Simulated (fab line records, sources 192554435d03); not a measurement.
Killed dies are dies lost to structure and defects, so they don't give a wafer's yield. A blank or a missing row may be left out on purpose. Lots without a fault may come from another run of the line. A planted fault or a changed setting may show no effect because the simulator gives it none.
fab line records | flow n5_finfet
record lots=10 wafers=28 last_day=19
route steps=1938 shown BEOL_M2@887 BEOL_M4@1111 PASSIVATION@1936
lots that met no fault: from a run of the same line without faults
start_h: hours from the record's first day to the start of the lot's first wafer shown | wait_h: hours since the lot's step before | " the same as in the row above | L1.1+2: a row that stands for several wafers | - no value, or no start given | * or withheld: withheld | < > ~ a bound
route shown NAME@n: a module of which the file shows steps, and the number in the route of the first | usual: mean/standard deviation of fault-free wafers | same: alike in all rows | chamber/n: place in a boat | sites: the reading at each site | _std_site: their standard deviation | _edge_site: outer sites' mean less inner sites' | radius_mm: how far each site lies from the wafer's centre | mask NAME#n: copy n | behind: the tool/chamber that last shaped the wafer | hold: why the lot was held/for how many hours/how that ended | device: the transistor (n, p or np) that didn't switch | end of line: the same wafers' tests at the end of the route | a step without rows: its recipe alone | killed: dies lost to structure and defects at the first sort, not the wafer's yield | map: a wafer's dies, x killed, . not, _ none there
set.NAME: the setting as run; set.NAME@STEP: as run at that earlier step | model.NAME: the simulator's own value behind a step, which no gauge read
steps of the route over a sample of lots; a table a step, a row a wafer
services: from which hour (start_h, from the record's first day; less than 0 if before it) a tool's chamber was out of use, for how many hours, and why
## steps
# step N5_BEOL_M2_VIA_ETCH_34
# recipe chemistry=C4F6/O2 target_depth_a=694 mask_material=SOC pressure_mtorr=15 ion_energy_ev=250 taper_deg=4 time_s=65.9 source_w=350 bias_w=170 Ar_flow_sccm=300 C4F6_flow_sccm=10 O2_flow_sccm=10
# usual C4F6_flow_sccm=10.002/0.03 drypump_motor_current_A=5.74/0.28 oes_product_au=0.82/0.098 rf_vpp_V=668/14 showerhead_plenum_p_Torr=2.88/0.1 throttle_valve_pct=30.7/0.34
# columns lot.wafer tool chamber start_h wait_h C4F6_flow_sccm drypump_motor_current_A oes_product_au rf_hours_counter_h rf_vpp_V showerhead_plenum_p_Torr throttle_valve_pct
L343.2 rie_diel-06 1 153.53 0.0 9.974 5.59 0.85 69 680 2.78 30.7
L343.3 " 2 " " 10.037 5.75 0.88 31 689 3.04 30.6
L343.6 " 0 " " 9.957 5.59 0.86 - 665 3.00 30.8
L345.1 rie_diel-04 0 157.14 0.0 9.979 5.44 0.69 224 676 2.82 30.8
L345.4 " 1 " " 10.020 6.07 0.99 2 664 2.90 30.5
L345.5 " 2 " " 9.952 5.47 0.70 - 658 2.70 31.3
L346.3 rie_diel-05 3 166.35 0.0 9.966 5.91 0.68 249 648 2.82 31.2
L346.5 " 3 " " 9.993 5.84 0.68 - 650 2.82 31.2
L346.6 " 2 " " 10.058 6.16 0.85 - 656 2.87 30.9
L349.3 rie_diel-05 2 188.51 0.0 9.980 6.11 0.82 74 657 2.87 30.9
L349.6 " 2 " " 9.988 6.15 0.83 - 656 2.87 30.9
L351.4 rie_diel-04 1 189.01 0.0 10.028 6.04 0.95 12 663 2.89 30.5
L351.5 " 3 " " 10.042 6.03 0.88 - 693 3.02 30.9
L351.6 " 2 " " 9.991 5.46 0.68 - 656 2.70 31.4
L354.3 rie_diel-04 3 207.00 0.0 10.061 6.04 0.87 53 694 3.02 30.9
L354.6 " 3 " " 10.033 6.02 0.87 - 692 3.02 30.9
L363.1 rie_diel-04 0 280.37 0.0 10.042 5.41 0.94 11 674 2.80 30.6
L363.2 " 3 " " 9.986 6.04 0.84 80 693 3.00 30.9
L363.3 " 1 " " 10.017 6.04 0.89 44 664 2.88 30.5
L364.1 rie_diel-05 0 292.69 0.0 9.972 5.58 0.74 155 666 2.83 30.4
L364.4 " 1 " " 10.000 5.78 0.85 54 665 2.89 30.2
L364.5 " 0 " " 10.012 5.57 0.74 - 665 2.83 30.4
L365.3 rie_diel-05 2 306.65 0.0 10.026 6.15 0.78 119 657 2.85 31.0
L365.5 " 3 " " 9.980 5.89 0.88 - 650 2.81 31.0
L365.6 " 1 " " 9.922 5.82 0.84 - 663 2.88 30.2
L366.1 rie_diel-06 0 310.83 0.0 9.992 5.59 0.81 95 664 2.97 30.8
L366.5 " 0 " " 9.968 5.59 0.81 - 664 2.98 30.8
L366.6 " 3 " " 10.009 5.29 0.91 - 653 2.91 30.3
# step N5_BEOL_M2_TRENCH_ETCH_37
# recipe chemistry=C4F6/O2 target_depth_a=555.55 target=SiOC time_s=29.2 ion_energy_ev=250 pressure_mtorr=30 source_w=355 bias_w=185 Ar_flow_sccm=300 C4F6_flow_sccm=10 O2_flow_sccm=10
# usual C4F6_flow_sccm=10.002/0.027 drypump_motor_current_A=5.74/0.28 oes_product_au=0.82/0.097 rf_vpp_V=668/14 showerhead_plenum_p_Torr=2.88/0.1 throttle_valve_pct=20.82/0.29
# columns lot.wafer tool chamber start_h wait_h C4F6_flow_sccm drypump_motor_current_A oes_product_au rf_hours_counter_h rf_vpp_V showerhead_plenum_p_Torr throttle_valve_pct
L343.2 rie_diel-06 1 - - 9.981 5.61 0.86 69 678 2.79 20.67
L343.3 " 2 " " 9.993 5.75 0.89 31 690 3.04 20.56
L343.6 " 0 " " 9.964 5.58 0.87 - 663 3.00 20.84
L345.1 rie_diel-04 0 - - 9.981 5.44 0.68 224 676 2.82 20.83
L345.4 " 1 " " 10.016 6.03 0.98 2 665 2.90 20.68
L345.5 " 2 " " 9.997 5.44 0.69 - 656 2.71 21.34
L346.3 rie_diel-05 3 - - 10.002 5.87 0.69 249 649 2.83 21.19
L346.5 " 3 " " 10.030 5.88 0.67 - 648 2.83 21.20
L346.6 " 2 " " 9.990 6.17 0.85 - 657 2.88 21.01
L349.3 rie_diel-05 2 - - 10.023 6.16 0.83 74 659 2.88 21.02
L349.6 " 2 " " 10.016 6.16 0.82 - 658 2.88 21.03
L351.4 rie_diel-04 1 - - 10.030 6.04 0.95 12 663 2.90 20.68
L351.5 " 3 " " 10.002 6.01 0.87 - 692 3.02 20.88
L351.6 " 2 " " 10.007 5.45 0.68 - 657 2.70 21.36
L354.3 rie_diel-04 3 - - 10.023 6.04 0.87 54 694 3.02 20.89
L354.6 " 3 " " 9.999 6.04 0.87 - 693 3.02 20.89
L363.1 rie_diel-04 0 - - 10.032 5.42 0.94 11 676 2.81 20.52
L363.2 " 3 " " 10.049 6.03 0.84 80 693 3.01 20.93
L363.3 " 1 " " 10.001 6.02 0.89 44 663 2.88 20.76
L364.1 rie_diel-05 0 - - 10.005 5.59 0.75 155 666 2.84 20.56
L364.4 " 1 " " 10.021 5.81 0.84 54 664 2.89 20.41
L364.5 " 0 " " 9.977 5.56 0.74 - 665 2.84 20.58
L365.3 rie_diel-05 2 - - 9.995 6.16 0.79 119 655 2.86 21.10
L365.5 " 3 " " 9.984 5.92 0.87 - 650 2.81 20.90
L365.6 " 1 " " 10.030 5.83 0.84 - 665 2.89 20.41
L366.1 rie_diel-06 0 - - 10.015 5.63 0.80 95 665 2.98 20.93
L366.5 " 0 " " 9.969 5.58 0.80 - 665 2.98 20.92
L366.6 " 3 " " 10.002 5.27 0.90 - 653 2.91 20.44
# step N5_BEOL_M2_CVD_47
# recipe material=Co target_thk_a=30 temp_c=withheld precursor=CCTBA/H2 pressure_torr=30 time_s=223.8
# usual run_length_s=246.8/0.54
# columns lot.wafer tool chamber start_h wait_h run_length_s
L343.2 cvd_co-02 2 155.15 0.2 247.1
L343.3 " 0 " " 247.3
L343.6 " 0 " " 247.3
L345.1 cvd_co-01 0 158.29 0.1 245.7
L345.4 " 0 " " 245.9
L345.5 " 1 " " 246.3
L346.3 cvd_co-01 0 168.45 0.1 245.7
L346.5 " 0 " " 245.6
L346.6 " 2 " " 247.4
L349.3 cvd_co-01 2 189.36 0.1 247.1
L349.6 " 1 " " 166.9
L351.4 cvd_co-01 1 191.44 0.1 247.1
L351.5 " 2 " " 167.6
L351.6 " 0 " " 166.0
L354.3 cvd_co-01 0 208.25 0.1 245.9
L354.6 " 0 " " 166.1
L363.1 cvd_co-01 0 281.59 0.1 245.5
L363.2 " 2 " " 247.3
L363.3 " 1 " " 247.0
L364.1 cvd_co-02 2 294.48 0.0 247.2
L364.4 " 1 " " 246.8
L364.5 " 2 " " 247.3
L365.3 cvd_co-01 2 307.76 0.1 246.7
L365.5 " 1 " " 246.4
L365.6 " 0 " " 246.4
L366.1 cvd_co-01 0 311.84 0.1 245.9
L366.5 " 1 " " 246.3
L366.6 " 2 " " 246.8
# step N5_BEOL_M2_SPUTTER_79
# recipe material=Cu target_thk_a=45 temp_c=-20 chamber_pressure_pa=0.07 power_w=withheld time_s=8.29
# usual throttle_valve_pct=30.7/0.96
# columns lot.wafer tool chamber start_h wait_h throttle_valve_pct
L343.2 pvd_sputter-01 - 155.56 0.1 29.6
L343.3 " - " " 30.6
L343.6 " - " " 30.9
L345.1 pvd_sputter-02 - 158.78 0.1 32.3
L345.4 " - " " 29.9
L345.5 " - " " 32.4
L346.3 pvd_sputter-01 - 169.17 0.1 30.8
L346.5 " - " " 30.8
L346.6 " - " " 30.8
L349.3 pvd_sputter-01 - 189.75 0.1 31.0
L349.6 " - " " 30.8
L351.4 pvd_sputter-02 - 191.75 0.1 30.3
L351.5 " - " " 30.4
L351.6 " - " " 31.7
L354.3 pvd_sputter-01 - 208.72 0.1 30.8
L354.6 " - " " 31.3
L363.1 pvd_sputter-01 - 282.69 0.1 32.0
L363.2 " - " " 29.6
L363.3 " - " " 30.9
L364.1 pvd_sputter-03 - 294.88 0.1 30.8
L364.4 " - " " 31.2
L364.5 " - " " 30.8
L365.3 pvd_sputter-02 - 308.15 0.1 30.2
L365.5 " - " " 31.5
L365.6 " - " " 30.4
L366.1 pvd_sputter-03 - 312.38 0.1 28.4
L366.5 " - " " 30.6
L366.6 " - " " 28.5
# step N5_BEOL_M4_RC_MEAS_101
# usual DIBL_N=35.1/1.6 DIBL_P=34.9/1.8 IOFF_N=0.143/0.026 IOFF_P=0.21/0.037 ION_N=671/11 ION_P=463/7.8 SS_N=71.2/0.58 SS_P=73.0/0.54 VT_N=251/3 VT_P=-250/4.1
# columns lot.wafer tool chamber start_h wait_h DIBL_N[mV/V] DIBL_P[mV/V] IOFF_N[nA/um] IOFF_P[nA/um] ION_N[uA/um] ION_P[uA/um] SS_N[mV/dec] SS_P[mV/dec] VT_N[mV] VT_P[mV]
L343.2 prober-02 0 187.04 0.2 36.0 35.6 0.173 0.22 682 468 71.7 73.0 248 -247
L343.3 " 0 " " 35.5 35.7 0.165 0.23 682 468 71.4 73.1 247 -244
L343.6 " 0 " " 38.2 37.7 0.214 0.27 690 469 71.7 73.6 246 -242
L345.1 prober-02 0 191.28 0.0 32.9 32.2 0.110 0.18 663 462 69.8 72.5 255 -249
L345.4 " 0 " " 34.7 34.7 0.137 0.21 678 472 70.9 72.8 250 -248
L345.5 " 0 " " 35.1 35.1 0.147 0.22 680 464 71.3 72.7 252 -249
L346.3 prober-01 0 196.47 0.3 33.5 33.1 0.131 0.17 676 461 71.2 72.3 249 -254
L346.5 " 0 " " 33.3 32.9 0.129 0.17 670 453 71.2 73.0 251 -255
L346.6 " 0 " " 34.0 33.4 0.138 0.16 675 460 70.9 73.1 253 -254
L351.4 prober-01 0 230.73 0.5 35.6 36.1 0.139 0.21 675 467 71.7 73.2 250 -250
L351.5 " 0 " " 33.0 33.0 0.098 0.17 654 456 70.8 72.1 256 -252
L351.6 " 0 " " 37.3 38.3 0.168 0.24 690 474 72.6 74.0 248 -245
L349.3 prober-01 0 241.31 0.3 33.0 33.6 0.117 0.19 669 462 70.5 72.8 251 -250
L349.6 " 0 " " 33.5 34.4 0.131 0.20 668 469 71.2 72.3 252 -250
L354.3 prober-01 0 250.28 0.3 35.5 35.2 0.131 0.18 661 459 70.9 73.8 254 -254
L354.6 " 0 " " 34.3 33.2 0.118 0.16 664 454 70.7 72.8 254 -256
L363.1 prober-01 0 330.80 0.0 34.3 33.8 0.121 0.19 656 450 71.3 72.6 253 -251
L363.2 " 0 " " 37.4 38.1 0.175 0.26 675 472 71.4 73.6 249 -247
L363.3 " 0 " " 36.3 36.9 0.154 0.23 674 472 71.2 72.7 251 -250
L364.1 prober-02 0 331.02 0.0 38.4 38.9 0.223 0.25 674 451 72.7 74.1 250 -248
L364.4 " 0 " " 33.5 34.8 0.133 0.19 675 461 70.7 72.9 252 -248
L364.5 " 0 " " 35.1 36.8 0.157 0.21 681 466 70.6 73.5 248 -252
L365.3 prober-01 0 339.92 0.9 37.5 36.4 0.162 0.26 673 469 71.4 73.5 252 -244
L365.5 " 0 " " 35.5 34.0 0.135 0.23 673 466 71.0 73.5 251 -247
L365.6 " 0 " " 36.4 35.6 0.157 0.25 677 476 71.7 74.0 250 -243
L366.1 prober-01 0 340.87 0.0 35.0 35.3 0.138 0.21 667 463 71.1 73.1 249 -248
L366.5 " 0 " " 34.8 36.6 0.135 0.23 661 462 71.2 73.1 249 -247
L366.6 " 0 " " 35.2 35.1 0.132 0.21 677 474 71.0 73.1 249 -248
# step N5_PASSIVATION_PROBE_49
# usual defect_limited_yield=91.1/1.4 killed_at_M0_to_M3=36/11 killed_at_M4_up=14/5.2 killed_at_contacts=12/6.1 killed_at_front_end=40/12 killed_at_other=3.2/2.5 killed_dies=105/16 killed_on_rim=14/4.4 killed_open=68/12 killed_short=35/8.7 sort_bin_5_function=5.2/0.89 sort_bin_6_memory=3.3/0.66 sort_n_pass=1074/16 sort_yield_pct=91.1/1.4
# same gross_dies=1180 killed_at_back_side=0 sort_bin_4_leakage[%]=0 sort_bin_8_speed[%]=0
# columns lot.wafer tool chamber start_h wait_h defect_limited_yield[%] killed_at_M0_to_M3 killed_at_M4_up killed_at_contacts killed_at_front_end killed_at_other killed_dies killed_on_rim killed_open killed_short sort_bin_5_function[%] sort_bin_6_memory[%] sort_n_pass sort_yield_pct[%]
L345.1 prober-02 - 322.67 0.0 91.3 25 16 5 54 3 103 13 61 41 5.5 3.1 1077 91.3
L345.4 prober-02 - 322.82 0.2 91.8 40 18 5 31 3 97 16 71 26 5.5 2.7 1083 91.8
L345.5 prober-02 - 322.87 0.2 92.2 45 15 7 24 1 92 16 58 32 4.2 3.4 1088 92.2
L346.3 prober-02 - 325.66 0.1 91.5 32 10 17 39 2 100 15 65 31 4.9 3.1 1080 91.5
L346.5 prober-02 - 325.76 0.2 90.7 35 12 19 37 7 110 15 73 36 5.3 3.7 1070 90.7
L346.6 prober-02 - 325.81 0.3 90.5 30 7 27 45 3 112 14 67 39 4.7 3.9 1068 90.5
L351.4 prober-02 - 338.34 0.2 90.9 30 6 38 27 6 107 16 68 38 4.8 3.8 1073 90.9
L351.5 prober-02 - 338.39 0.2 92.6 28 12 12 33 2 87 7 57 26 4.2 3.1 1093 92.6
L351.6 prober-02 - 338.44 0.3 90.9 44 18 9 28 8 107 13 47 59 5.3 3.3 1073 90.9
L349.3 prober-02 - 352.82 0.1 91.7 32 12 15 33 6 98 8 66 30 5.3 2.7 1082 91.7
L349.6 prober-02 - 352.97 0.3 92.3 33 14 4 36 4 91 14 54 33 3.6 3.5 1089 92.3
L354.3 prober-01 - 363.02 0.1 91.0 25 11 15 54 1 106 14 61 38 4.8 3.6 1074 91.0
L354.6 prober-01 - 363.17 0.3 91.1 24 16 26 39 0 105 24 66 32 4.6 3.3 1075 91.1
# killed by level:class
L345.1 STI_FIN_REVEAL:geometric_particle:open=13 BEOL_M4:geometric_particle:open=9 STI_FIN_REVEAL:geometric_particle:short=8 BEOL_M1:geometric_particle:open=7 FIN_SAQP:geometric_particle:open=5 GATE_CUT:geometric_particle:short=5 MOL_CONTACT_COAG:geometric_particle:open=5 ILD0:geometric_particle:open=4
L345.4 STI_FIN_REVEAL:geometric_particle:open=15 BEOL_M0_SAQP:geometric_particle:open=14 BEOL_M4:geometric_particle:open=12 BEOL_M2:geometric_particle:open=8 BEOL_M0_SAQP:geometric_particle:short=6 MOL_CONTACT_COAG:geometric_particle:open=4 BEOL_M1:geometric_particle:open=4 STI_FIN_REVEAL:geometric_particle:short=3
L345.5 BEOL_M0_SAQP:geometric_particle:short=12 BEOL_M0_SAQP:geometric_particle:open=10 BEOL_M1:geometric_particle:open=8 FIN_SAQP:geometric_particle:short=6 MOL_CONTACT_COAG:geometric_particle:open=6 BEOL_M4:geometric_particle:open=6 BEOL_M2:geometric_particle:open=5 ILD0:geometric_particle:open=4
L346.3 MOL_CONTACT_COAG:geometric_particle:open=12 BEOL_M1:geometric_particle:open=12 FIN_SAQP:geometric_particle:open=9 GATE_CUT:geometric_particle:short=7 BEOL_M0_SAQP:geometric_particle:short=7 FIN_SAQP:geometric_particle:short=6 BEOL_M4:geometric_particle:open=6 GATE_CUT:geometric_particle:open=5
L346.5 MOL_CONTACT_COAG:geometric_particle:open=15 BEOL_M1:geometric_particle:open=15 FIN_SAQP:geometric_particle:open=8 FIN_SAQP:geometric_particle:short=7 BEOL_M4:geometric_particle:open=6 BEOL_M0_SAQP:geometric_particle:short=4 GATE_CUT:geometric_particle:short=4 MOL_CONTACT_COAG:geometric_particle:short=4
L346.6 MOL_CONTACT_COAG:geometric_particle:open=23 BEOL_M1:geometric_particle:open=13 GATE_CUT:geometric_particle:short=7 FIN_SAQP:geometric_particle:short=6 HKMG_FIN:area_etch=6 DUMMY_GATE:geometric_particle:open=4 BEOL_M0_SAQP:geometric_particle:open=4 MOL_CONTACT_COAG:geometric_particle:short=4
L351.4 MOL_CONTACT_COAG:geometric_particle:open=30 MOL_CONTACT_COAG:geometric_particle:short=8 BEOL_M0_SAQP:geometric_particle:short=7 FIN_SAQP:geometric_particle:open=6 BEOL_M0_SAQP:geometric_particle:open=6 FIN_SAQP:geometric_particle:short=5 BEOL_M3:geometric_particle:open=5 STI_FIN_REVEAL:geometric_particle:open=4
L351.5 MOL_CONTACT_COAG:geometric_particle:open=11 BEOL_M0_SAQP:geometric_particle:open=8 FIN_SAQP:geometric_particle:open=6 FIN_SAQP:geometric_particle:short=6 BEOL_M0_SAQP:geometric_particle:short=6 GATE_CUT:geometric_particle:open=5 BEOL_M3:geometric_particle:open=5 STARTING-WAFER:geometric_particle:open=4
L351.6 BEOL_M0_SAQP:geometric_particle:short=26 FIN_SAQP:geometric_particle:short=12 BEOL_M0_SAQP:geometric_particle:open=11 MOL_CONTACT_COAG:geometric_particle:open=7 FIN_SAQP:geometric_particle:open=4 BEOL_M4:geometric_particle:open=4 GATE_CUT:geometric_particle:short=3 BEOL_M5:geometric_particle:open=3
L349.3 MOL_CONTACT_COAG:geometric_particle:open=12 STI_FIN_REVEAL:geometric_particle:open=9 BEOL_M0_SAQP:geometric_particle:open=6 BEOL_M2:geometric_particle:open=6 STI_FIN_REVEAL:geometric_particle:short=5 BEOL_M0:geometric_particle:open=5 BEOL_M3:geometric_particle:short=5 DUMMY_GATE:geometric_particle:open=4
L349.6 STI_FIN_REVEAL:geometric_particle:open=10 BEOL_M3:geometric_particle:short=9 BEOL_M4:geometric_particle:open=7 FIN_SAQP:geometric_particle:open=6 BEOL_M0_SAQP:geometric_particle:short=6 BEOL_M3:geometric_particle:open=6 DUMMY_GATE:geometric_particle:open=5 MOL_CONTACT_COAG:geometric_particle:open=4
L354.3 FIN_SAQP:geometric_particle:short=19 MOL_CONTACT_COAG:geometric_particle:open=14 BEOL_M3:geometric_particle:open=13 FIN_SAQP:geometric_particle:open=9 GATE_CUT:geometric_particle:short=5 BEOL_M4:geometric_particle:open=5 HKMG_FIN:area_etch=5 BEOL_M0_SAQP:geometric_particle:open=4
L354.6 MOL_CONTACT_COAG:geometric_particle:open=20 BEOL_M0_SAQP:geometric_particle:short=7 BEOL_M4:geometric_particle:open=7 HKMG_FIN:area_etch=7 FIN_SAQP:geometric_particle:short=6 MOL_CONTACT_COAG:geometric_particle:short=6 BEOL_M3:geometric_particle:open=6 STI_FIN_REVEAL:geometric_particle:open=5
## services
# columns tool chamber start_h hours kind
cvd_co-01 - 131.06 0.4 repair
cvd_co-02 - 135.12 4.3 pm
rie_diel-04 1 135.28 - clean
rie_diel-04 1 135.28 - consumable_replace:focus_ring
rie_diel-04 1 135.28 16.8 scheduled_down
rie_diel-04 1 135.28 16.8 vent_cycle
cvd_co-02 - 163.65 6.9 pm
pvd_sputter-03 - 168.35 2.5 repair
rie_diel-05 3 184.85 - clean
rie_diel-05 3 184.85 - consumable_replace:focus_ring
rie_diel-05 3 184.85 29.9 scheduled_down
rie_diel-05 3 184.85 29.9 vent_cycle
rie_diel-05 - 238.15 0.8 repair
rie_diel-04 0 238.47 - clean
rie_diel-04 0 238.47 - consumable_replace:focus_ring
rie_diel-04 0 238.47 12.6 scheduled_down
rie_diel-04 0 238.47 12.6 vent_cycle
cvd_co-02 - 254.53 0.8 repair
pvd_sputter-03 - 256.81 10.5 repair
rie_diel-04 2 272.93 - clean
rie_diel-04 2 272.93 - consumable_replace:focus_ring
rie_diel-04 2 272.93 - consumable_replace:showerhead
rie_diel-04 - 292.12 28.1 pm
cvd_co-02 1 301.81 3.3 repair
## key
first_sign step=N5_BEOL_M2_CVD_47 reading=run_length_s direction=down sigmas=99+ usual=* struck=*
effect none on later readings
met_at N5_BEOL_M2_CVD_47
struck_lots L349,L351,L354
struck_wafers L349.6,L351.5,L351.6,L354.6
not_acting_at N5_BEOL_M2_VIA_ETCH_34,N5_BEOL_M2_TRENCH_ETCH_37,N5_BEOL_M2_SPUTTER_79
onset_between 168.45 189.36
fault kind=process_parameter_drift tool=cvd_co-01 chamber=- onset_h=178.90 steps=N5_BEOL_M2_CVD_47 channel=time_s offset=* shape=step end_h=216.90 scope=struck_wafers_only acts_in=* stated=*
